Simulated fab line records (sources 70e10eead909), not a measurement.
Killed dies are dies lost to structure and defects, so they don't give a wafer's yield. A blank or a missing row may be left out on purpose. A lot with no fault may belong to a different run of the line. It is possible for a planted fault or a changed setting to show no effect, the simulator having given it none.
Which tool was responsible? ; flow nandHarc ; 11 lots, 33 wafers sampled, at 6 steps of a route of 1159

WHAT THE GAUGES SHOWED, per wafer
NHARC_A_CHANNEL_HOLE_D1_CD_MEAS_18.
lot;measured;on;cdNm (nm)
L909;day 9 02:02;cdSem-02;100 101 104
L911;day 9 09:23;cdSem-03;96 96 98
L912;day 9 19:42;cdSem-01;97 92 97
L916;day 10 16:56;cdSem-02;95 95 92
L919;day 11 11:09;cdSem-01;97 99 105
L918;day 11 12:07;cdSem-01;95 94 98
L921;day 11 22:41;cdSem-02;99 95 97
L922;day 12 07:20;cdSem-02;98 103 99
L923;day 12 13:22;cdSem-01;100 96 96
L926;day 12 21:06;cdSem-02;99 101 97
L929;day 14 04:31;cdSem-03;101 98 99

NHARC_A_CHANNEL_HOLE_D1_INSPECT_40.
lot;measured;on;rawDefectCount
L909;day 9 10:12;defectInspect-01;66 86 55
L911;day 9 15:10;defectInspect-01;43 49 58
L912;day 10 03:05;defectInspect-02;73 86 72
L916;day 10 22:52;defectInspect-01;44 50 37
L919;day 11 16:59;defectInspect-02;35 32 35
L918;day 11 21:08;defectInspect-02;72 57 51
L921;day 12 04:29;defectInspect-02;656 741 674
L922;day 12 13:11;defectInspect-02;701 690 692
L923;day 12 19:31;defectInspect-01;736 703 716
L926;day 13 03:08;defectInspect-01;29 44 51
L929;day 14 14:37;defectInspect-01;64 69 74

NHARC_END_SORT_01.
lot;measured;on;killedAtArray;killedAtOther;killedAtPeriphery;killedDies;killedOpen;killedShort
L921;day 22 12:08;prober-02;117 74 116;1 0 1;0 2 2;118 76 119;3 2 4;3 4 4
L922;day 23 21:55;prober-01;75 121 67;0 0 0;3 2 0;78 123 67;0 0 3;3 2 2
L923;day 23 15:46;prober-01;77 84 61;1 1 2;2 1 5;80 86 68;2 4 2;0 1 2

WHICH TOOL RAN EACH LOT (tool, then ch and the chambers of the sampled wafers, then the start)
lot;NHARC_A_CHANNEL_HOLE_D1_ETCH_39;NHARC_A_CHANNEL_HOLE_D1_ETCH_21;NHARC_A_CHANNEL_HOLE_D1_ETCH_24
L909;rieDiel-02 ch 0,1,3, day 9 01:07;harEtch-01 ch 0,1, day 9 04:59;harEtch-01 ch 0,1, day 9 06:45
L911;rieDiel-09 ch 0,2,3, day 9 08:31;harEtch-01 ch 0,1, day 9 09:58;harEtch-01 ch 0,1, day 9 11:43
L912;rieDiel-09 ch 0,3, day 9 18:46;harEtch-01 ch 0,1, day 9 21:43;harEtch-01 ch 0,1, day 9 23:26
L916;rieDiel-09 ch 0,1,3, day 10 15:59;harEtch-02 ch 0,1, day 10 17:26;harEtch-02 ch 0,1, day 10 19:07
L919;rieDiel-02 ch 0,1,3, day 11 10:16;harEtch-02 ch 0,1, day 11 11:39;harEtch-02 ch 0,1, day 11 13:22
L918;rieDiel-09 ch 0,1,3, day 11 11:11;harEtch-02 ch 0,1, day 11 15:53;harEtch-02 ch 0,1, day 11 17:39
L921;rieDiel-02 ch 0,2,3, day 11 21:47;harEtch-01 ch 0,1, day 11 23:17;harEtch-01 ch 0,1, day 12 01:02
L922;rieDiel-02 ch 0,1,3, day 12 06:25;harEtch-01 ch 0,1, day 12 07:52;harEtch-01 ch 0,1, day 12 09:34
L923;rieDiel-02 ch 0,1, day 12 12:23;harEtch-01 ch 0,1, day 12 14:00;harEtch-01 ch 0,1, day 12 15:49
L926;rieDiel-07 ch 1,2,3, day 12 20:11;harEtch-02 ch 0,1, day 12 21:54;harEtch-02 ch 0,1, day 12 23:40
L929;rieDiel-07 ch 0,1,2, day 14 03:35;harEtch-02 ch 0,1, day 14 09:01;harEtch-02 ch 0,1, day 14 10:42
- NHARC_A_CHANNEL_HOLE_D1_ETCH_39: etches the open film in N2/H2, target depth 260 nm, time 325 s.
- NHARC_A_CHANNEL_HOLE_D1_ETCH_21: etches the open film in C4F8/O2/Ar, time 514.3 s, target depth 1600 nm.
- NHARC_A_CHANNEL_HOLE_D1_ETCH_24: etches the open film in C4F8/O2/Ar, time 906.2 s, target depth 1500 nm.

WHAT THE TOOLS THEMSELVES READ (means of the sampled wafers that have a number; where no wafer has one, the mark that the record gives instead)
NHARC_A_CHANNEL_HOLE_D1_ETCH_39.
lot;tool;drypumpMotorCurrentA (A);h2FlowSccm (sccm);oesProductAu (a.u.);rfVppV (V);showerheadPlenumPTorr (Torr);throttleValvePct (%)
L909;rieDiel-02;5.3;150.0;0.994;426.8;1.91;14.176
L911;rieDiel-09;5.4;150.1;1.012;432.3;2.09;14.166
L912;rieDiel-09;5.2;150.0;1.019;431.9;2.10;14.174
L916;rieDiel-09;5.2;149.9;1.007;432.3;2.09;14.165
L919;rieDiel-02;5.3;150.0;0.988;427.3;1.91;14.174
L918;rieDiel-09;5.2;149.9;1.005;431.3;2.09;14.174
L921;rieDiel-02;5.8;150.1;0.990;427.5;1.92;14.165
L922;rieDiel-02;5.3;149.9;0.983;427.1;1.91;14.173
L923;rieDiel-02;5.5;149.7;0.984;427.0;1.91;14.165
L926;rieDiel-07;5.8;149.7;0.997;430.6;2.06;14.171
L929;rieDiel-07;5.9;149.9;0.989;429.8;2.02;14.170

NHARC_A_CHANNEL_HOLE_D1_ETCH_21.
lot;tool;drypumpMotorCurrentA (A);showerheadPlenumPTorr (Torr);throttleValvePct (%)
L909;harEtch-01;5.5;3.82;32.160
L911;harEtch-01;5.2;3.82;32.158
L912;harEtch-01;5.5;3.82;32.151
L916;harEtch-02;6.3;3.80;32.155
L919;harEtch-02;6.2;3.79;32.150
L918;harEtch-02;6.3;3.83;32.154
L921;harEtch-01;5.2;3.80;32.150
L922;harEtch-01;5.2;3.80;32.155
L923;harEtch-01;5.5;3.80;32.147
L926;harEtch-02;6.2;3.78;32.155
L929;harEtch-02;6.2;3.77;32.156

NHARC_A_CHANNEL_HOLE_D1_ETCH_24.
lot;tool;drypumpMotorCurrentA (A);showerheadPlenumPTorr (Torr);throttleValvePct (%)
L909;harEtch-01;5.5;3.82;32.237
L911;harEtch-01;5.2;3.81;32.228
L912;harEtch-01;5.5;3.81;32.239
L916;harEtch-02;6.2;3.79;32.239
L919;harEtch-02;6.2;3.79;32.242
L918;harEtch-02;6.4;3.82;32.227
L921;harEtch-01;5.2;3.80;32.237
L922;harEtch-01;5.2;3.80;32.235
L923;harEtch-01;5.5;3.79;32.241
L926;harEtch-02;6.3;3.78;32.236
L929;harEtch-02;6.3;3.77;32.240

THE ANSWER, worked out from the rows above alone
Rule: the lots themselves supply what counts as usual. Put in order of their means at a reading, lots are off if they are a third of the lots or fewer, leave a main group of 4 or more, and stand apart from it by a gap of 3 or more times the standard deviation of the main group's means; of several such gaps the widest counts. Not used: any main group whose means are identical at the precision the tables above print for the reading. A lot without any number at a reading at which 4 lots or more have one is off too. The other lots that the step has rows for count as sound. The gauges are gone through in route order, then the tools' own readings, and for those a lot's mean is taken as printed above. At the first step where some lot is off, the reading lying furthest off is the one used; lots without a number count as furthest.
Off, at NHARC_A_CHANNEL_HOLE_D1_INSPECT_40 on rawDefectCount: L921, L922, L923. For the main group the mean is 56 and the standard deviation 14.
If a tool, at a process step before that reading, ran all the lots that are off and no sound lot after the first of them, it fits. The gauges at NHARC_A_CHANNEL_HOLE_D1_INSPECT_40 are tried like those tools. Undecided on this evidence; 2 tools fit (rieDiel-02 at NHARC_A_CHANNEL_HOLE_D1_ETCH_39, harEtch-01 at NHARC_A_CHANNEL_HOLE_D1_ETCH_21 and NHARC_A_CHANNEL_HOLE_D1_ETCH_24).

WHAT THE SIMULATOR HAD INSERTED
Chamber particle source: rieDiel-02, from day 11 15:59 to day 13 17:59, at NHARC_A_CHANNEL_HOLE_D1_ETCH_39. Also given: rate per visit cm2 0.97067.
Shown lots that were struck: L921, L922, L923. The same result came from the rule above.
